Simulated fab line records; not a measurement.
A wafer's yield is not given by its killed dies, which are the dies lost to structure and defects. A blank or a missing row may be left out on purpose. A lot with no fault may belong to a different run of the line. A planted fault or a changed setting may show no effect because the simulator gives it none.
fab line records	flow nand_harc
record lots=24	wafers=72	last_day=33
route steps=1302 shown P_BONDPAD@351 A_CHANNEL_HOLE_D1@463 A_CHANNEL_FILL_D1@499
lots that met no fault: taken from a fault-free run of the same line
start_h: start of the lot's first displayed wafer, in hours after the record's first day	wait_h: hours since the lot's step before	" as in the row above	L1.1+2: a single row standing in for several wafers	- value missing, or start not given	* or withheld: withheld	< > ~ a bound
route shown NAME@n: NAME is a module with steps in the file, n the number in the route of the first one	usual: mean/standard deviation taken from wafers without a fault	same: alike in all rows	chamber/n: place in a boat	sites: readings site by site	_std_site: the values' standard deviation	_edge_site: outer sites' mean less inner sites'	radius_mm: for every site, how far away it sits from the centre of the wafer	mask NAME#n: copy n	behind: the most recent tool/chamber to have shaped the wafer	hold: why the lot was held/for how many hours/how that ended	device: which transistor (n, p or np) failed to switch	end of line: the route-end tests of the same wafers	for a step that has no rows: nothing shown but its recipe	killed: dies lost to structure and defects at the first sort, not the wafer's yield	map: shows each die of a wafer: x if killed, . if not, _ if none is there
set.NAME: the setting as run; set.NAME@STEP: as run at that earlier step	model.NAME: the simulator's own value behind a step, which no gauge read
one table for each step of the route and one row for each wafer, over a sample of lots
services: a tool's chamber out of use, with start hour (start_h, from the record's first day; less than 0 if before it), hours out, and reason
## steps
# step NHARC_P_BONDPAD_DEP_00
# recipe target_thk_a=2500	temp_c=370	target_thk_nm=250	pressure_torr=3	flow_sccm=200	rf_w=450	material=SiCN
# usual heater_power_w=593/60	susceptor_temp_C=369.96/0.21
lot.wafer	tool	chamber	start_h	wait_h	heater_power_w	susceptor_temp_C
L074.1	pecvd-03	0	-	-	702	369.86
L074.2	"	2	"	"	589	369.82
L074.5	"	1	"	"	631	369.83
L075.2	pecvd-02	2	141.52	-	523	370.03
L075.1	"	0	"	"	727	369.81
L075.3	"	1	"	"	472	370.16
L076.1	pecvd-01	1	147.79	-	669	369.82
L076.5	"	2	"	"	603	369.46
L076.4	"	0	"	"	453	369.92
L077.2	pecvd-03	1	158.13	-	589	369.99
L077.6	"	0	"	"	576	369.94
L077.5	"	2	"	"	640	369.68
L078.1	pecvd-02	2	171.99	-	619	369.86
L078.3	"	0	"	"	652	369.88
L078.5	"	0	"	"	682	370.09
L079.2	pecvd-01	0	180.27	-	460	370.21
L079.5	"	2	"	"	582	369.75
L079.4	"	1	"	"	649	369.59
L080.2	pecvd-01	1	190.73	-	631	370.17
L080.4	"	0	"	"	565	370.12
L080.5	"	1	"	"	638	369.85
L081.2	pecvd-01	0	205.64	-	519	370.05
L081.3	"	1	"	"	655	370.03
L081.6	"	2	"	"	633	370.08
L082.3	pecvd-03	2	228.30	-	643	369.49
L082.2	"	0	"	"	600	370.19
L082.4	"	2	"	"	647	370.01
L083.2	pecvd-01	0	-	-	525	370.20
L083.6	"	0	"	"	532	369.69
L083.4	"	2	"	"	610	369.70
L084.3	pecvd-01	2	230.00	-	642	370.41
L084.4	"	2	"	"	628	370.43
L084.5	"	0	"	"	543	369.93
L085.1	pecvd-01	1	244.67	-	543	369.94
L085.5	"	2	"	"	581	369.96
L085.6	"	0	"	"	505	370.04
L086.1	pecvd-03	2	249.84	-	562	369.91
L086.5	"	0	"	"	588	370.31
L086.4	"	1	"	"	637	370.18
L087.1	pecvd-01	2	269.14	-	536	370.32
L087.6	"	1	"	"	555	369.85
L087.4	"	2	"	"	548	369.92
L089.1	pecvd-03	0	279.73	-	607	370.26
L089.6	"	2	"	"	564	369.62
L089.4	"	0	"	"	607	370.08
L088.1	pecvd-03	1	282.38	-	618	370.26
L088.2	"	2	"	"	572	369.91
L088.4	"	0	"	"	610	369.88
L090.1	pecvd-03	2	293.35	-	588	370.28
L090.4	"	0	"	"	599	369.95
L090.5	"	1	"	"	598	370.25
L091.1	pecvd-01	1	302.28	-	594	370.10
L091.4	"	0	"	"	510	369.83
L091.6	"	2	"	"	557	369.81
L093.1	pecvd-02	0	318.03	-	746	369.58
L093.5	"	2	"	"	633	370.03
L093.6	"	0	"	"	754	369.48
L092.4	pecvd-03	1	-	-	563	369.87
L092.5	"	2	"	"	645	369.79
L092.6	"	0	"	"	548	369.91
L094.1	pecvd-03	2	338.41	-	660	369.65
L094.5	"	0	"	"	590	370.07
L094.4	"	2	"	"	667	370.22
L095.1	pecvd-03	1	348.84	-	621	369.81
L095.2	"	2	"	"	594	369.95
L095.4	"	0	"	"	642	370.11
L097.2	pecvd-01	1	363.52	-	626	370.15
L097.5	"	0	"	"	560	369.91
L097.6	"	1	"	"	649	369.75
L096.2	pecvd-01	2	365.21	-	629	369.76
L096.4	"	2	"	"	484	369.94
L096.6	"	0	"	"	506	369.94
# step NHARC_P_BONDPAD_CD_MEAS_09
# recipe target_cd_nm=500	landing_energy_ev=500
# usual cd_nm=500.2/1.3
lot.wafer	tool	chamber	start_h	wait_h	cd_nm
L074.1	cd_sem-02	0	137.49	-	500.5
L074.2	"	0	"	"	501.2
L074.5	"	0	"	"	499.7
L075.1	cd_sem-03	0	142.77	-	500.3
L075.2	"	0	"	"	500.7
L075.3	"	0	"	"	499.6
L076.1	cd_sem-02	0	149.01	-	500.7
L076.4	"	0	"	"	501.7
L076.5	"	0	"	"	501.0
L077.2	cd_sem-02	0	159.32	-	501.0
L077.5	"	0	"	"	500.7
L077.6	"	0	"	"	501.3
L078.1	cd_sem-03	0	173.18	-	499.5
L078.3	"	0	"	"	501.3
L078.5	"	0	"	"	499.8
L079.2	cd_sem-03	0	181.45	-	499.7
L079.4	"	0	"	"	497.6
L079.5	"	0	"	"	498.6
L080.2	cd_sem-01	0	191.91	-	499.9
L080.4	"	0	"	"	502.0
L080.5	"	0	"	"	499.3
L081.2	cd_sem-01	0	206.87	-	500.1
L081.3	"	0	"	"	499.4
L081.6	"	0	"	"	498.0
L082.2	cd_sem-03	0	229.53	-	502.3
L082.3	"	0	"	"	502.4
L082.4	"	0	"	"	503.0
L083.2	cd_sem-01	0	230.32	-	500.4
L083.4	"	0	"	"	501.0
L083.6	"	0	"	"	499.5
L084.3	cd_sem-01	0	231.23	-	498.0
L084.4	"	0	"	"	498.6
L084.5	"	0	"	"	498.2
L085.1	cd_sem-01	0	245.81	-	502.9
L085.5	"	0	"	"	501.2
L085.6	"	0	"	"	504.1
L086.1	cd_sem-03	0	251.06	-	498.7
L086.4	"	0	"	"	499.7
L086.5	"	0	"	"	499.6
L087.1	cd_sem-02	0	270.32	-	500.5
L087.4	"	0	"	"	500.5
L087.6	"	0	"	"	501.1
L089.1	cd_sem-01	0	280.86	-	500.0
L089.4	"	0	"	"	500.1
L089.6	"	0	"	"	500.3
L088.1	cd_sem-02	0	283.63	-	501.4
L088.2	"	0	"	"	501.2
L088.4	"	0	"	"	499.3
L090.1	cd_sem-03	0	294.57	-	500.8
L090.4	"	0	"	"	499.3
L090.5	"	0	"	"	500.5
L091.1	cd_sem-01	0	303.45	-	500.2
L091.4	"	0	"	"	502.2
L091.6	"	0	"	"	500.5
L093.1	cd_sem-03	0	319.04	-	500.1
L093.5	"	0	"	"	498.8
L093.6	"	0	"	"	500.3
L092.4	cd_sem-01	0	319.78	-	500.6
L092.5	"	0	"	"	499.0
L092.6	"	0	"	"	501.3
L094.1	cd_sem-02	0	339.55	-	501.0
L094.4	"	0	"	"	498.9
L094.5	"	0	"	"	500.9
L095.1	cd_sem-03	0	350.02	-	502.3
L095.2	"	0	"	"	502.2
L095.4	"	0	"	"	503.0
L097.2	cd_sem-01	0	364.69	-	500.4
L097.5	"	0	"	"	498.1
L097.6	"	0	"	"	499.1
L096.2	cd_sem-03	0	366.28	-	498.7
L096.4	"	0	"	"	500.5
L096.6	"	0	"	"	499.5
# step NHARC_P_BONDPAD_DEGAS_25
# recipe temp_c=300	time_s=60
# usual heater_power_w=457/50	susceptor_temp_C=299.98/0.17
lot.wafer	tool	chamber	start_h	wait_h	heater_power_w	susceptor_temp_C
L074.2	pvd_sputter-01	-	138.64	-	385	-
L074.1	"	-	"	"	475	-
L074.5	"	-	"	"	398	-
L075.2	pvd_sputter-01	-	143.92	-	462	300.00
L075.1	"	-	"	"	516	299.88
L075.3	"	-	"	"	489	299.92
L076.4	pvd_sputter-02	-	150.16	-	484	299.70
L076.1	"	-	"	"	549	300.34
L076.5	"	-	"	"	427	299.94
L077.2	pvd_sputter-02	-	160.60	-	476	299.86
L077.6	"	-	"	"	449	299.82
L077.5	"	-	"	"	475	300.13
L078.3	pvd_sputter-01	-	174.44	-	532	300.15
L078.1	"	-	"	"	477	299.83
L078.5	"	-	"	"	458	300.09
L079.4	pvd_sputter-03	-	182.70	-	440	300.47
L079.2	"	-	"	"	487	299.92
L079.5	"	-	"	"	446	299.81
L080.2	pvd_sputter-01	-	193.07	-	521	299.90
L080.4	"	-	"	"	489	299.72
L080.5	"	-	"	"	392	299.84
L081.3	pvd_sputter-02	-	208.12	-	431	299.96
L081.2	"	-	"	"	476	299.85
L081.6	"	-	"	"	548	299.83
L082.2	pvd_sputter-02	-	230.77	-	538	300.17
L082.3	"	-	"	"	491	300.13
L082.4	"	-	"	"	430	300.19
L083.4	pvd_sputter-02	-	231.52	-	490	300.13
L083.2	"	-	"	"	534	299.96
L083.6	"	-	"	"	484	299.86
L084.4	pvd_sputter-02	-	232.44	-	545	299.93
L084.3	"	-	"	"	420	299.79
L084.5	"	-	"	"	429	299.99
L085.1	pvd_sputter-01	-	247.05	-	481	299.93
L085.5	"	-	"	"	475	299.90
L085.6	"	-	"	"	389	299.89
L086.1	pvd_sputter-03	-	252.26	-	458	299.94
L086.4	"	-	"	"	479	300.02
L086.5	"	-	"	"	448	300.00
L087.1	pvd_sputter-01	-	271.52	-	499	300.19
L087.4	"	-	"	"	489	299.76
L087.6	"	-	"	"	492	299.83
L089.1	pvd_sputter-03	-	282.07	-	442	299.76
L089.4	"	-	"	"	474	300.03
L089.6	"	-	"	"	447	299.95
L088.2	pvd_sputter-01	-	284.82	-	480	299.98
L088.1	"	-	"	"	431	300.15
L088.4	"	-	"	"	498	300.02
L090.4	pvd_sputter-02	-	295.72	-	490	300.09
L090.1	"	-	"	"	421	299.98
L090.5	"	-	"	"	422	300.17
L091.1	pvd_sputter-03	-	304.61	-	471	300.17
L091.4	"	-	"	"	448	300.25
L091.6	"	-	"	"	472	299.77
L093.1	pvd_sputter-02	-	320.28	-	454	300.06
L093.5	"	-	"	"	582	300.17
L093.6	"	-	"	"	468	299.89
L092.4	pvd_sputter-03	-	320.99	-	437	300.20
L092.5	"	-	"	"	473	300.21
L092.6	"	-	"	"	367	299.91
L094.4	pvd_sputter-03	-	340.71	-	368	299.69
L094.1	"	-	"	"	439	299.86
L094.5	"	-	"	"	468	300.12
L095.4	pvd_sputter-02	-	351.19	-	561	300.02
L095.1	"	-	"	"	456	300.08
L095.2	"	-	"	"	502	300.28
L097.2	pvd_sputter-03	-	365.88	-	451	299.84
L097.5	"	-	"	"	467	300.30
L097.6	"	-	"	"	475	299.93
L096.4	pvd_sputter-03	-	367.47	-	469	300.23
L096.2	"	-	"	"	357	300.16
L096.6	"	-	"	"	366	300.20
# step NHARC_A_CHANNEL_HOLE_D1_OVL_MEAS_11
# usual overlay_x_nm=0.2/0.86	overlay_y_nm=0.1/0.85
lot.wafer	tool	chamber	start_h	wait_h	overlay_x_nm	overlay_y_nm
L074.1	overlay-01	-	181.58	-	1.6	-0.5
L074.2	"	-	"	"	1.4	-1.4
L074.5	"	-	"	"	1.4	-1.5
L075.1	overlay-02	-	190.32	-	-0.7	0.8
L075.2	"	-	"	"	-0.3	0.7
L075.3	"	-	"	"	-0.4	1.0
L076.1	overlay-01	-	197.38	-	0.6	-0.9
L076.4	"	-	"	"	0.9	-0.9
L076.5	"	-	"	"	0.2	-1.2
L077.2	overlay-01	-	201.19	-	-0.5	0.6
L077.5	"	-	"	"	-0.7	0.8
L077.6	"	-	"	"	-0.2	0.9
L078.1	overlay-01	-	217.83	-	-0.4	0.6
L078.3	"	-	"	"	0.0	0.6
L078.5	"	-	"	"	-0.4	1.2
L079.2	overlay-01	-	223.96	-	-0.3	-0.4
L079.4	"	-	"	"	0.5	0.5
L079.5	"	-	"	"	0.8	0.5
L080.2	overlay-01	-	239.27	-	0.0	-0.8
L080.4	"	-	"	"	0.3	-1.1
L080.5	"	-	"	"	0.4	-0.7
L081.2	overlay-01	-	256.16	-	-0.3	0.4
L081.3	"	-	"	"	0.1	0.5
L081.6	"	-	"	"	-0.4	0.1
L082.2	overlay-01	-	277.44	-	-0.8	0.1
L082.3	"	-	"	"	-0.7	0.5
L082.4	"	-	"	"	-1.0	0.4
L084.3	overlay-01	-	277.95	-	0.2	0.5
L084.4	"	-	"	"	0.4	0.6
L084.5	"	-	"	"	0.2	0.5
L083.2	overlay-02	-	278.43	-	-0.2	-2.4
L083.4	"	-	"	"	-1.1	-1.5
L083.6	"	-	"	"	0.0	-1.6
L085.1	overlay-01	-	291.48	-	0.0	0.0
L085.5	"	-	"	"	0.2	-0.6
L085.6	"	-	"	"	0.1	0.1
L086.1	overlay-01	-	291.64	-	1.9	-1.2
L086.4	"	-	"	"	2.3	-0.8
L086.5	"	-	"	"	2.1	-1.0
L087.1	overlay-02	-	316.33	-	-0.5	1.9
L087.4	"	-	"	"	-0.7	1.7
L087.6	"	-	"	"	-0.9	1.8
L088.1	overlay-01	-	323.94	-	-0.6	0.8
L088.2	"	-	"	"	0.1	0.9
L088.4	"	-	"	"	-0.4	1.0
L089.1	overlay-02	-	324.10	-	-0.1	-0.6
L089.4	"	-	"	"	-0.3	-0.9
L089.6	"	-	"	"	-0.5	-0.6
L090.1	overlay-02	-	341.72	-	-0.4	0.2
L090.4	"	-	"	"	0.3	0.6
L090.5	"	-	"	"	0.3	-0.2
L091.1	overlay-01	-	354.50	-	-0.8	0.9
L091.4	"	-	"	"	-0.4	0.5
L091.6	"	-	"	"	-0.2	0.4
L092.4	overlay-02	-	363.35	-	0.4	1.0
L092.5	"	-	"	"	-0.1	0.8
L092.6	"	-	"	"	-0.3	0.8
L093.1	overlay-02	-	363.97	-	0.9	0.7
L093.5	"	-	"	"	0.6	0.1
L093.6	"	-	"	"	0.8	0.6
L094.1	overlay-01	-	383.67	-	0.8	1.3
L094.4	"	-	"	"	1.4	0.3
L094.5	"	-	"	"	1.3	0.7
L095.1	overlay-01	-	405.94	-	0.4	0.4
L095.2	"	-	"	"	-0.1	0.3
L095.4	"	-	"	"	0.4	0.4
L096.2	overlay-01	-	410.33	-	0.2	-0.8
L096.4	"	-	"	"	0.4	-0.4
L096.6	"	-	"	"	0.3	-0.6
L097.2	overlay-01	-	411.75	-	1.7	-0.8
L097.5	"	-	"	"	1.8	-0.3
L097.6	"	-	"	"	1.9	-0.3
# step NHARC_A_CHANNEL_HOLE_D1_ETCH_20
# recipe bias_v=3000	source_w=withheld	pressure_mtorr=20	time_s=361.9	ar_flow_sccm=375	c4f8_flow_sccm=89.3	o2_flow_sccm=35.7	temp_c=-20	target_depth_a=16000	chemistry=C4F8/O2/Ar
# usual drypump_motor_current_A=5.73/0.14	showerhead_plenum_p_Torr=3.712/0.027	throttle_valve_pct=32.155/0.0086
lot.wafer	tool	chamber	start_h	wait_h	drypump_motor_current_A	rf_hours_counter_h	showerhead_plenum_p_Torr	throttle_valve_pct
L074.1	har_etch-02	0	182.98	0.1	5.64	293	3.768	32.157
L074.2	"	1	"	"	5.52	293	3.768	32.158
L074.5	"	1	"	"	5.50	-	3.768	32.161
L075.1	har_etch-01	0	193.78	0.1	5.82	93	3.732	32.168
L075.2	"	1	"	"	5.86	93	3.732	32.155
L075.3	"	0	"	"	5.83	-	3.732	32.154
L076.1	har_etch-01	1	198.82	0.1	5.86	96	3.729	32.168
L076.4	"	1	"	"	5.86	-	3.730	32.158
L076.5	"	0	"	"	5.82	-	3.730	32.155
L077.2	har_etch-01	0	202.99	0.1	5.83	100	3.727	32.162
L077.5	"	1	"	"	5.83	-	3.728	32.169
L077.6	"	0	"	"	5.83	-	3.727	32.148
L078.1	har_etch-01	0	221.14	0.1	5.84	108	3.723	32.169
L078.3	"	1	"	"	5.85	-	3.724	32.150
L078.5	"	0	"	"	5.85	-	3.723	32.155
L079.2	har_etch-02	1	225.40	0.1	5.52	320	3.753	32.152
L079.4	"	1	"	"	5.53	-	3.753	32.165
L079.5	"	0	"	"	5.62	-	3.753	32.149
L080.2	har_etch-01	0	240.70	0.1	5.82	120	3.717	32.152
L080.4	"	0	"	"	5.82	-	3.717	32.154
L080.5	"	0	"	"	5.81	-	3.717	32.138
L081.2	har_etch-02	1	257.62	0.1	5.52	335	3.745	32.146
L081.3	"	0	"	"	5.62	-	3.745	32.158
L081.6	"	1	"	"	5.54	-	3.745	32.146
L082.2	har_etch-01	0	279.10	0.1	5.84	138	3.707	32.155
L082.4	"	1	"	"	5.88	-	3.707	32.161
L082.3	"	0	"	"	5.82	-	3.707	32.148
L084.4	har_etch-02	0	279.44	0.2	5.61	-	3.737	32.157
L084.3	"	1	"	"	5.52	-	3.737	32.149
L084.5	"	0	"	"	5.63	-	3.736	32.143
L083.2	har_etch-01	0	283.25	0.1	5.83	142	3.705	32.161
L083.4	"	1	"	"	5.84	-	3.705	32.161
L083.6	"	0	"	"	5.79	-	3.705	32.143
L085.1	har_etch-01	1	293.16	0.1	5.82	146	3.703	32.141
L085.6	"	1	"	"	5.83	-	3.703	32.161
L085.5	"	0	"	"	5.86	-	3.702	32.143
L086.1	har_etch-02	0	293.94	0.2	5.61	358	3.732	32.174
L086.4	"	0	"	"	5.61	-	3.732	32.154
L086.5	"	0	"	"	5.62	-	3.732	32.163
L087.1	har_etch-02	0	318.97	0.1	5.61	382	3.719	32.150
L087.4	"	1	"	"	5.55	-	3.732	32.173
L087.6	"	0	"	"	5.60	-	3.719	32.150
L088.2	har_etch-02	1	325.34	0.1	5.52	362	3.730	32.151
L088.1	"	0	"	"	5.60	385	3.717	32.136
L088.4	"	1	"	"	5.51	-	3.730	32.157
L089.1	har_etch-01	0	325.54	0.1	5.86	172	3.688	32.159
L089.4	"	1	"	"	5.84	-	3.688	32.154
L089.6	"	1	"	"	5.85	-	3.688	32.165
L090.1	har_etch-01	0	343.19	0.1	5.81	184	3.682	32.142
L090.4	"	1	"	"	5.85	-	3.682	32.170
L090.5	"	0	"	"	5.81	-	3.682	32.168
L091.1	har_etch-01	1	356.67	0.1	5.82	191	3.678	32.154
L091.4	"	0	"	"	5.82	-	3.678	32.163
L091.6	"	0	"	"	5.84	-	3.677	32.143
L092.4	har_etch-02	1	367.15	0.2	5.51	-	3.713	32.153
L092.6	"	0	"	"	5.63	-	3.709	32.144
L092.5	"	1	"	"	5.51	-	3.713	32.145
L093.1	har_etch-01	0	367.23	0.1	5.83	199	3.674	32.165
L093.6	"	1	"	"	5.88	-	3.674	32.149
L093.5	"	0	"	"	5.82	-	3.674	32.166
L094.1	har_etch-01	1	385.12	0.1	5.86	203	3.672	32.159
L094.4	"	1	"	"	5.89	-	3.672	32.134
L094.5	"	1	"	"	5.84	-	3.672	32.142
L095.2	har_etch-02	1	407.34	0.1	5.52	8	3.705	32.155
L095.1	"	0	"	"	5.62	8	3.700	32.168
L095.4	"	0	"	"	5.62	-	3.700	32.140
L096.2	har_etch-02	0	411.78	0.1	5.63	12	3.698	32.160
L096.4	"	1	"	"	5.52	-	3.703	32.155
L096.6	"	0	"	"	5.63	-	3.698	32.139
L097.2	har_etch-01	0	413.93	0.1	5.83	226	3.659	32.166
L097.6	"	1	"	"	5.82	-	3.659	32.166
L097.5	"	0	"	"	5.83	-	3.659	32.138
# step NHARC_A_CHANNEL_FILL_D1_ETCHBACK_19
# recipe target_depth_a=50	time_s=1.7	hbr_flow_sccm=150	cl2_flow_sccm=50	rf_w=400	icp_w=400	bias_w=100	chemistry=HBr/Cl2
# usual bias_w=99.97/0.29	drypump_motor_current_A=5.6/0.31	oes_product_au=0.999/0.0084	throttle_valve_pct=26.406/0.0093
lot.wafer	tool	chamber	start_h	wait_h	bias_w	drypump_motor_current_A	oes_product_au	rf_hours_counter_h	throttle_valve_pct
L074.1	rie_si-04	1	217.44	0.4	99.81	5.8	0.993	0.1	26.410
L074.2	"	0	"	"	99.90	6.0	1.005	0.1	26.404
L074.5	"	2	"	"	100.30	5.4	1.010	-	26.420
L075.3	rie_si-04	1	223.73	0.4	99.51	5.8	1.004	0.1	26.422
L075.1	"	2	"	"	99.78	5.4	1.017	0.2	26.403
L075.2	"	0	"	"	100.06	6.1	1.012	0.1	26.404
L076.4	rie_si-02	0	232.47	0.4	99.93	5.3	1.009	0.8	26.406
L076.1	"	1	"	"	99.64	5.8	0.996	0.9	26.409
L076.5	"	3	"	"	100.69	5.3	1.004	-	26.402
L077.2	rie_si-03	0	232.48	0.4	100.01	5.5	1.007	0.0	26.399
L077.6	"	1	"	"	99.84	5.6	0.986	-	26.412
L077.5	"	2	"	"	100.26	5.7	0.996	-	26.406
L078.3	rie_si-02	1	251.17	0.4	100.33	5.8	1.008	0.9	26.415
L078.1	"	2	"	"	99.89	6.1	1.002	0.8	26.413
L078.5	"	0	"	"	100.33	5.3	0.992	-	26.412
L079.4	rie_si-03	2	255.23	0.4	100.13	5.7	0.995	0.2	26.406
L079.2	"	3	"	"	99.90	5.1	1.009	0.2	26.415
L079.5	"	2	"	"	100.13	5.7	0.992	-	26.396
L080.2	rie_si-04	2	271.86	0.4	100.10	5.4	1.003	0.7	26.400
L080.4	"	0	"	"	99.66	6.0	0.987	0.4	26.399
L080.5	"	2	"	"	100.56	5.4	1.007	-	26.392
L081.2	rie_si-04	2	290.38	0.4	99.55	5.4	1.005	0.8	26.414
L081.3	"	1	"	"	99.98	5.8	0.995	0.7	26.424
L081.6	"	3	"	"	100.32	6.1	1.005	-	26.395
L084.4	rie_si-03	2	308.99	0.4	100.09	5.7	0.994	0.5	26.411
L084.3	"	1	"	"	99.50	5.6	0.990	0.6	26.393
L084.5	"	3	"	"	99.46	5.2	1.007	-	26.404
L082.4	rie_si-02	3	309.00	0.4	99.82	5.2	0.990	0.1	26.412
L082.2	"	0	"	"	100.03	5.3	0.991	0.1	26.401
L082.3	"	1	"	"	99.83	5.8	1.008	0.1	26.404
L083.2	rie_si-03	0	313.14	0.4	99.89	5.5	1.016	0.7	26.415
L083.4	"	2	"	"	100.29	5.7	0.994	0.5	26.406
L083.6	"	0	"	"	100.26	5.5	1.011	-	26.403
L085.1	rie_si-02	0	323.22	0.4	100.57	5.3	0.991	0.2	26.397
L085.5	"	1	"	"	99.71	5.9	1.014	-	26.411
L085.6	"	2	"	"	100.13	6.1	1.002	-	26.412
L086.1	rie_si-03	1	328.35	0.4	100.02	5.5	0.992	0.7	26.406
L086.4	"	2	"	"	99.90	5.7	0.992	0.7	26.411
L086.5	"	1	"	"	100.09	5.6	0.987	-	26.401
L087.1	rie_si-03	2	349.01	0.4	99.58	5.6	1.002	0.8	26.411
L087.4	"	3	"	"	100.34	5.2	1.009	0.8	26.408
L087.6	"	0	"	"	99.52	5.6	1.021	-	26.398
L088.4	rie_si-03	3	355.38	0.4	99.56	5.1	1.008	0.8	26.421
L088.1	"	0	"	"	99.86	5.5	1.011	1.0	26.404
L088.2	"	1	"	"	100.00	5.6	0.989	1.0	26.382
L089.1	rie_si-02	2	355.39	0.4	100.26	6.1	0.998	0.3	26.401
L089.4	"	3	"	"	100.14	5.3	0.994	0.3	26.396
L089.6	"	0	"	"	99.98	5.3	0.996	-	26.410
L090.4	rie_si-04	2	373.42	0.4	99.80	5.4	0.996	0.1	26.399
L090.1	"	1	"	"	99.94	5.8	0.990	0.1	26.412
L090.5	"	3	"	"	99.59	6.1	0.993	-	26.407
L091.1	rie_si-03	2	386.64	0.4	99.45	5.7	0.987	1.0	26.395
L091.4	"	3	"	"	99.79	5.2	1.007	1.1	26.393
L091.6	"	0	"	"	100.05	5.5	1.017	-	26.417
L092.4	rie_si-02	0	397.07	0.4	99.42	5.3	0.999	0.7	26.396
L092.5	"	1	"	"	99.94	5.9	1.002	-	26.401
L092.6	"	2	"	"	99.56	6.1	1.002	-	26.400
L093.1	rie_si-04	0	397.07	0.4	100.44	6.0	1.009	0.1	26.424
L093.5	"	1	"	"	100.04	5.8	0.993	-	26.398
L093.6	"	2	"	"	99.81	5.4	1.002	-	26.410
L094.1	rie_si-03	2	414.93	0.4	99.72	5.7	0.998	0.0	26.409
L094.4	"	0	"	"	99.69	5.5	0.990	0.0	26.395
L094.5	"	1	"	"	100.26	5.6	0.992	-	26.394
L095.2	rie_si-04	3	437.34	0.4	100.07	6.1	0.983	0.4	26.401
L095.1	"	1	"	"	99.67	5.8	0.990	0.5	26.398
L095.4	"	1	"	"	99.83	5.8	0.997	-	26.390
L096.2	rie_si-04	2	441.58	0.4	99.97	5.4	0.993	0.4	26.397
L096.4	"	0	"	"	100.45	6.0	0.993	0.4	26.405
L096.6	"	2	"	"	99.61	5.4	0.995	-	26.408
L097.2	rie_si-02	1	441.62	0.4	100.18	5.8	1.012	1.1	26.416
L097.6	"	2	"	"	100.14	6.1	1.013	-	26.405
L097.5	"	3	"	"	100.19	5.2	0.996	-	26.407
## services
tool	chamber	start_h	hours	kind
rie_si-03	2	114.80	4.1	repair
pecvd-01	-	130.68	13.0	pm
rie_si-03	-	138.82	0.7	repair
pvd_sputter-02	-	138.90	4.1	repair
rie_si-04	-	165.00	9.0	pm
pvd_sputter-03	-	168.54	2.1	repair
pecvd-03	-	185.16	13.0	pm
rie_si-04	0	190.79	14.9	repair
pecvd-03	-	210.62	0.6	repair
rie_si-03	-	221.00	9.0	pm
rie_si-04	1	239.89	2.7	repair
rie_si-04	3	249.43	15.7	repair
pvd_sputter-02	-	282.00	10.0	pm
rie_si-04	2	284.03	3.7	repair
pecvd-01	-	299.92	0.8	repair
pecvd-01	-	311.68	13.0	pm
pvd_sputter-03	-	335.52	4.4	repair
rie_si-04	-	342.00	9.0	pm
pvd_sputter-03	-	348.63	10.0	pm
pecvd-03	-	366.16	13.0	pm
har_etch-02	-	378.07	17.0	pm
rie_si-03	-	388.79	0.8	repair
rie_si-03	-	398.00	9.0	pm
pecvd-01	0	403.66	14.5	repair
## key
fault none
